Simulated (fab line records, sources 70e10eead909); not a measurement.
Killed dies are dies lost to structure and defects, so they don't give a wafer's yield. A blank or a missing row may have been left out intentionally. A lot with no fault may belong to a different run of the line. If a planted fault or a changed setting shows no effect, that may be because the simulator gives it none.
Struck lot and sound lot, side by side / flow nand_harc / 18 out of 1302 route steps
Sound: wafers L592.1, L592.2, L592.6. Wafers struck: L600.1, L600.2, L600.3. The cause is given at the end.
For every step that has rows: the tool of each side, followed by ch and its chambers, followed by its first start. Under that, the readings that differ: sound wafers / struck wafers / difference of the means / sigmas: that difference in standard deviations of wafers without a fault.
alike: readings with means less than 2 such deviations apart, plus words and numbers identical on both sides. not compared: withheld readings, readings lacking a value on some wafer, bounds such as >300 that could conceal the same value, and numbers that have no deviation in the record and whose values overlap.
Wherever a step has rows on one side only, a row that says differs or no value, or a row with sigmas, the two part there. Numbers that don't overlap but have no deviation are shown without sigmas and don't part them. Lack of a reading on every wafer of one side parts them only where that side has two or more wafers.

first, 3 steps without rows for these wafers: NHARC_P_BONDPAD_HARDBAKE_10 (time 65 s); NHARC_P_BONDPAD_DESCUM_11 (chemistry O2, time 3 s); NHARC_P_BONDPAD_ETCH_37 (etches the open film in N2/H2, target depth 60 nm, overetch 18 nm, time 65.91 s).
NHARC_P_BONDPAD_ETCH_12: etches the open film in CHF3/O2, target depth 200 nm, time 100 s.
  sound on rie_diel-08 ch 1,2,3; struck on rie_diel-06 ch 0,1,3
  alike: bias_w, drypump_motor_current_A, oes_product_au, rf_vpp_V, showerhead_plenum_p_Torr, throttle_valve_pct
  not compared: rf_hours_counter_h
NHARC_P_BONDPAD_CD_MEAS_13:
  sound: cd_sem-02 at day 9 18:04; struck: cd_sem-03 at day 13 02:24
  alike: cd_nm
NHARC_P_BONDPAD_STRIP_15: strips in O2.
  sound on rie_diel-09 ch 0,1,3, day 9 18:11; struck on rie_diel-08 ch 1,2,3, day 13 02:28
  alike: drypump_motor_current_A, oes_product_au, rf_vpp_V, showerhead_plenum_p_Torr, throttle_valve_pct
  not compared: rf_hours_counter_h
NHARC_P_BONDPAD_ETCH_24: etches the open film in CF4/N2, target depth 30 nm, time 72.99 s.
  sound on rie_diel-09 ch 1,2,3; struck on rie_diel-08 ch 0,1,3
  alike: bias_w, drypump_motor_current_A, oes_product_au, rf_vpp_V, showerhead_plenum_p_Torr, throttle_valve_pct
  not compared: rf_hours_counter_h
then, 1 step without rows for these wafers: NHARC_P_BONDPAD_STRIP_16 (strips in post etch residue remover, time 600 s).
NHARC_P_BONDPAD_DEGAS_25: time 60 s.
  sound: pvd_sputter-02 at day 9 18:41; struck: pvd_sputter-03 at day 13 03:01
  alike: heater_power_w
then, 2 steps without rows for these wafers: NHARC_P_BONDPAD_PRE_CLEAN_26 (time 30 s); NHARC_P_BONDPAD_PVD_17 (deposits TaN, target thk 5 nm, time 8.06 s).
NHARC_P_BONDPAD_PVD_27: deposits Cu, target thk 30 nm, time 20.49 s.
  sound on pvd_sputter-02; struck on pvd_sputter-03
  alike: throttle_valve_pct
NHARC_P_BONDPAD_ECD_18: material Cu, target thk 400 nm.
  sound on ecd_cu-02 ch 0,1, day 9 19:03; struck on ecd_cu-02 ch 0,1, day 13 03:23
  no value came back on the struck wafers for bath_heat_duty_pct (%), bath_temp_c (C); on the sound wafers bath_heat_duty_pct (%) reads 6.6 7.2 7.1
then, 2 steps without rows for these wafers: NHARC_P_BONDPAD_ANNEAL_28 (time 90 s); NHARC_P_BONDPAD_CMP_19 (polishes, t overpolish 30 s, cu recess touch 16 s, target thk 160.81 nm).
NHARC_P_BONDPAD_THK_MEAS_20: measures by xrf.
  sound: film_metro-01 at day 9 20:05; struck: film_metro-01 at day 13 04:28
reading=thk_nm (nm); sound=160.8 164.2 160.8; struck=29.4 30.7 29.2; difference=-132.2; sigmas=-99 or more
then, 1 step without rows for these wafers: NHARC_P_BONDPAD_SRD_21 (time 30 s, dry time 20 s).
-- break in the record here, with 18 days between the starts of the struck wafers on either side (left off in module P_BONDPAD, picked up again in module END, where the first step shown is number 1302 on the route) --
NHARC_END_SORT_01:
  sound on prober-02 ch 0, day 27 14:17; struck on prober-01 ch 0, day 31 04:52
reading=defect_limited_yield (%); sound=93.1 91.9 92.6; struck=0 0 0; difference=-93; sigmas=-36
reading=killed_at_periphery; sound=10 2 6; struck=608 618 615; difference=+608; sigmas=+99 or more
reading=killed_dies; sound=47 55 50; struck=677 677 677; difference=+626; sigmas=+35
reading=sort_bin_2_pct (%); sound=2.8 2.2 3.0; struck=93.1 94.1 95.1; difference=+91.4; sigmas=+76
reading=sort_n_pass; sound=630 622 627; struck=0 0 0; difference=-626; sigmas=-35
reading=sort_rim_yield_pct (%); sound=90 87 89; struck=0 0 0; difference=-89; sigmas=-18
reading=sort_yield_pct (%); sound=93.1 91.9 92.6; struck=0 0 0; difference=-93; sigmas=-36
  alike: killed_at_array, killed_at_other, killed_open, killed_short, sort_bin_3_pct, sort_bin_4_pct

## WHERE THEY PART
Earliest at NHARC_P_BONDPAD_ECD_18; latest, in this record, at NHARC_END_SORT_01.

WHY: the cause the simulator had injected
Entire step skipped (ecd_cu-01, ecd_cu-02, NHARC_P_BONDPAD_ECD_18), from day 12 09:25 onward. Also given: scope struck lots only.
